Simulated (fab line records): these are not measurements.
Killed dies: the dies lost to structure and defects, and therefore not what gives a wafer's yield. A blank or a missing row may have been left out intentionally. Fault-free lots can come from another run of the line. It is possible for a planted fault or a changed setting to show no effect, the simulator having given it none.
One fault seen from 2 desks -- flow n5 finfet -- every desk sees just its own numbers, and what lay behind them comes last

DESK OF THE TOOL OWNER: litho track-02
The tool's own readings at N5_BEOL_M11_COAT_05 (resist thk 90 nm): means of the sampled wafers that have a number, for each lot that ran on this tool. The brackets show how far a lot's mean lies from the usual mean; more than 4 standard deviations puts the lot out of limits, marked OUT.
Columns: A = spin speed rpm at N5_BEOL_M11_COAT_05, usual 1500.0 rpm
lot,first seen here,A
L917,day 10 21:53,1498.1
L920,day 11 21:57,1408.9 (-83) OUT
L922,day 12 05:28,1409.8 (-82) OUT
L933,day 15 14:10,1500.8
Finding of this desk: L920, L922 out of limits; the first was L920 at day 11 21:57, on spin speed rpm at N5_BEOL_M11_COAT_05. Within limits: L917, L933.

THE METROLOGY DESK
What the gauges read for every lot (on any tool): the sampled wafers with a number, averaged. The brackets show how far a lot's mean lies from the usual mean; more than 4 standard deviations puts the lot out of limits, marked OUT.
Columns: A = M11_OVL at N5_BEOL_M11_OVL_MEAS_12, usual 0.1 nm
lot,first seen here,A
L914,day 10 06:21,-0.2
L917,day 10 22:17,-0.3
L920,day 11 22:13,0.2
L922,day 12 05:52,-0.6
L928,day 14 05:13,-0.2
L930,day 14 09:52,-0.0
L931,day 14 15:03,0.3
L929,day 14 19:32,-0.3
L933,day 15 14:33,-0.4
L936,day 16 08:59,1.1
L935,day 16 11:17,0.9
L937,day 16 16:05,-0.1
Finding of this desk: none of the 12 lots has anything out of limits.

TAKEN TOGETHER
At day 11 21:57, on L920, L922, the tool owner's desk was in a position to raise an alarm.
Metrology desk: nothing out of limits seen.
The metrology desk holds a record of L920, L922, inside its limits.
The lots listed all ran N5_BEOL_M11_COAT_05 on litho track-02.

WHAT HAD BEEN PUT IN BY THE SIMULATOR
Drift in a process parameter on litho track-02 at N5_BEOL_M11_COAT_05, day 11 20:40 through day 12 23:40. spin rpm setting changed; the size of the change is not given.
Lots struck among those shown: L920, L922.
Delay in hours, fault start to first out-of-limits reading, by desk: the tool owner's desk at 1.
